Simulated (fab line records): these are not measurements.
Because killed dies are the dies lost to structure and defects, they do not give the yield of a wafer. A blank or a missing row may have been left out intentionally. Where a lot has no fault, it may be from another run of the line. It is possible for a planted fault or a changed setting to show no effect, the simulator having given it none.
What tool caused it?    flow n5Finfet    29 wafers from 10 lots sampled at 4 of the route's 1938 steps

## WHAT THE GAUGES READ, wafer by wafer
N5_BEOL_M4_RC_MEAS_101. Usual: DIBL_N 36.0 mV/V, standard deviation 1.6; DIBL_P 36.1 mV/V, standard deviation 2; IOFF_N 0.160 nA/um, standard deviation 0.029; IOFF_P 0.21 nA/um, standard deviation 0.039; ION_N 675 uA/um, standard deviation 13; ION_P 464 uA/um, standard deviation 8.8; SS_N 71.5 mV/dec, standard deviation 0.58; SS_P 73.3 mV/dec, standard deviation 0.65; VT_N 250 mV, standard deviation 3.3; VT_P -249 mV, standard deviation 3.6.
lot   measured      on         DIBL_N (mV/V)   DIBL_P (mV/V)   IOFF_N (nA/um)     IOFF_P (nA/um)  ION_N (uA/um)  ION_P (uA/um)  SS_N (mV/dec)   SS_P (mV/dec)   VT_N (mV)    VT_P (mV)       flag
L525  day 8 18:49   prober-02  34.2 36.3 33.9  34.1 36.7 33.6  0.121 0.150 0.110  0.15 0.18 0.14  653 673 649    451 456 448    71.7 72.6 71.4  72.7 74.0 72.3  254 252 255  -259 -255 -259  
L526  day 8 23:21   prober-02  33.7 32.2 35.7  35.3 33.5 37.8  0.146 0.118 0.175  0.19 0.17 0.23  678 675 678    463 466 463    71.2 70.8 70.7  73.1 72.7 73.7  250 253 247  -252 -250 -249  
L528  day 9 12:30   prober-01  36.7 35.7 34.9  38.2 37.7 35.4  0.177 0.172 0.150  0.22 0.22 0.18  677 671 657    454 461 447    70.9 71.7 71.5  74.5 73.8 73.5  250 249 252  -250 -252 -254  
L531  day 10 04:10  prober-02  35.8 37.9 38.2  35.5 37.8 37.7  0.150 0.186 0.192  0.20 0.24 0.24  677 688 688    467 472 466    71.9 72.2 71.8  73.4 73.6 73.8  249 245 245  -253 -248 -248  
L535  day 10 22:27  prober-01  35.6 36.5       34.9 37.6       0.155 0.178        0.22 0.27       652 689        457 474        71.7 71.2       72.7 74.2       250 247      -248 -246       
L536  day 11 04:11  prober-02  34.7 35.0 34.6  34.2 33.5 34.1  0.134 0.135 0.135  0.21 0.19 0.20  668 665 664    469 457 463    71.9 71.2 70.7  72.6 72.5 72.9  251 252 251  -248 -252 -251  
L537  day 12 01:01  prober-01  37.8 36.3 36.0  37.4 35.7 34.8  0.193 0.152 0.136  0.20 0.18 0.16  694 681 657    463 461 444    71.6 71.6 71.0  74.1 74.1 72.7  245 251 253  -251 -252 -254  
L538  day 12 03:53  prober-02  34.5 35.9 35.9  34.8 37.2 36.8  0.138 0.166 0.171  0.19 0.25 0.23  657 673 682    455 467 470    71.2 71.7 71.7  72.6 73.0 73.5  252 249 246  -250 -246 -249  
L540  day 12 22:20  prober-02  37.0 38.7 38.2  37.9 39.9 40.1  0.177 0.218 0.195  0.24 0.30 0.29  694 711 689    478 482 480    72.3 72.2 72.1  73.2 74.3 73.8  245 244 244  -245 -244 -244  
L545  day 13 14:01  prober-01  37.1 37.2 38.8  39.3 38.6 40.2  0.192 0.181 0.234  0.30 0.27 0.31  682 677 687    472 469 468    70.9 72.6 72.1  74.7 73.8 74.1  245 247 244  -242 -246 -242  

N5_BEOL_M15_INSPECT_55: inspects for defects (darkfield). Usual: rawDefectCount at 75, with a standard deviation of 30.
lot   measured      on                rawDefectCount  flag
L525  day 12 15:02  defectInspect-01  51 40 48        
L526  day 12 13:26  defectInspect-01  49 64 64        
L528  day 13 01:29  defectInspect-02  92 144 108      
L531  day 14 03:08  defectInspect-02  114 69 74       
L535  day 15 02:02  defectInspect-01  54 61           
L536  day 15 06:59  defectInspect-02  43 41 94        
L537  day 16 11:19  defectInspect-02  43 86 51        
L538  day 16 00:40  defectInspect-02  42 59 105       
L540  day 16 17:59  defectInspect-02  53 52 109       
L545  day 17 11:17  defectInspect-01  74 81 52        

N5_MIM_TOP_LITHO_CD_MEAS_08: the cd target is 2000 nm. Usual: cdNm at 1999.8 nm, with a standard deviation of 2.2.
lot   measured      on        cdNm (nm)             flag
L525  day 12 19:30  cdSem-02  1996.5 1994.7 1995.3  
L526  day 12 18:16  cdSem-01  2000.3 2001.6 2003.0  
L528  day 13 05:08  cdSem-03  1998.2 1996.7 1998.1  
L531  day 14 09:48  cdSem-03  2001.0 2000.8 2000.1  
L535  day 15 05:47  cdSem-01  2001.0 2003.0         
L536  day 15 10:03  cdSem-03  2003.5 1997.3 2001.0  
L537  day 16 15:16  cdSem-03  2000.0 2002.8 2003.4  
L538  day 16 08:34  cdSem-03  1995.9 1996.1 1999.2  
L540  day 16 20:47  cdSem-03  2000.1 2002.3 2001.2  
L545  day 17 14:32  cdSem-01  1999.8 1997.5 1999.0  

## EACH LOT AND THE TOOL THAT RAN IT (in order: tool; ch and the chambers of the sampled wafers; start)
lot   N5_BEOL_M15_CMP_49
L525  cmp-02 ch 0,2,3, day 12 14:37
L526  cmp-01 ch 2,3, day 12 12:59
L528  cmp-02 ch 1,2, day 13 01:04
L531  cmp-03 ch 0,1,2, day 14 02:48
L535  cmp-02 ch 0,2, day 15 01:35
L536  cmp-01 ch 0,3, day 15 06:32
L537  cmp-03 ch 0,1,3, day 16 10:56
L538  cmp-03 ch 0,1,3, day 16 00:12
L540  cmp-01 ch 1,2, day 16 17:35
L545  cmp-03 ch 0,1, day 17 10:50
- N5_BEOL_M15_CMP_49: polishes, stops on SiO2, t overpolish 4.9 s, target thk 850 nm.

## WHAT THE TOOLS THEMSELVES READ (means of the sampled wafers that have a number; where no wafer has one, the mark that the record gives instead)
N5_BEOL_M15_CMP_49. Usual: barrierFieldEndpointS 11.4 s, standard deviation 0.31; clearingPlatenDownForcePsi 2.000 psi, standard deviation 0.0039; motorCurrentA 8.1 A, standard deviation 0.8; overpolishRunS 4.900 s, standard deviation 0.0091; slurryFlowMlMin 150.0, standard deviation 0.45.
lot   tool    barrierFieldEndpointS (s)  clearingPlatenDownForcePsi (psi)  motorCurrentA (A)  overpolishRunS (s)  slurryFlowMlMin  flag
L525  cmp-02  10.8                       2.000                             7.7                4.904               150.1            
L526  cmp-01  11.6                       2.005                             7.8                4.904               150.2            
L528  cmp-02  11.0                       2.000                             8.5                4.901               149.9            
L531  cmp-03  11.1                       2.003                             8.3                4.895               149.4            
L535  cmp-02  11.4                       2.000                             7.5                4.909               149.6            
L536  cmp-01  11.6                       1.998                             7.5                4.906               150.0            
L537  cmp-03  11.0                       2.000                             8.6                4.895               149.7            
L538  cmp-03  11.3                       2.000                             8.6                4.903               149.9            
L540  cmp-01  11.4                       1.996                             8.4                4.898               150.1            
L545  cmp-03  11.4                       2.002                             8.1                4.900               150.4            

## THE ANSWER, worked out from the rows above alone
Rule: take the mean of a lot's wafers that have a number; if it is more than 3 standard deviations from the usual mean, the lot is off. A lot without any number at a reading at which 4 lots or more have one is off too. Where the step has rows for the other lots, those lots are counted as sound. First the gauges in route order, then the tools' own readings, where a lot's mean is used as printed above. At the first step where some lot is off, the reading lying furthest off is the one used; lots without a number count as furthest.
Across all readings shown, no lot is off: no conclusion can be drawn from this.

## WHAT THE SIMULATOR PUT IN
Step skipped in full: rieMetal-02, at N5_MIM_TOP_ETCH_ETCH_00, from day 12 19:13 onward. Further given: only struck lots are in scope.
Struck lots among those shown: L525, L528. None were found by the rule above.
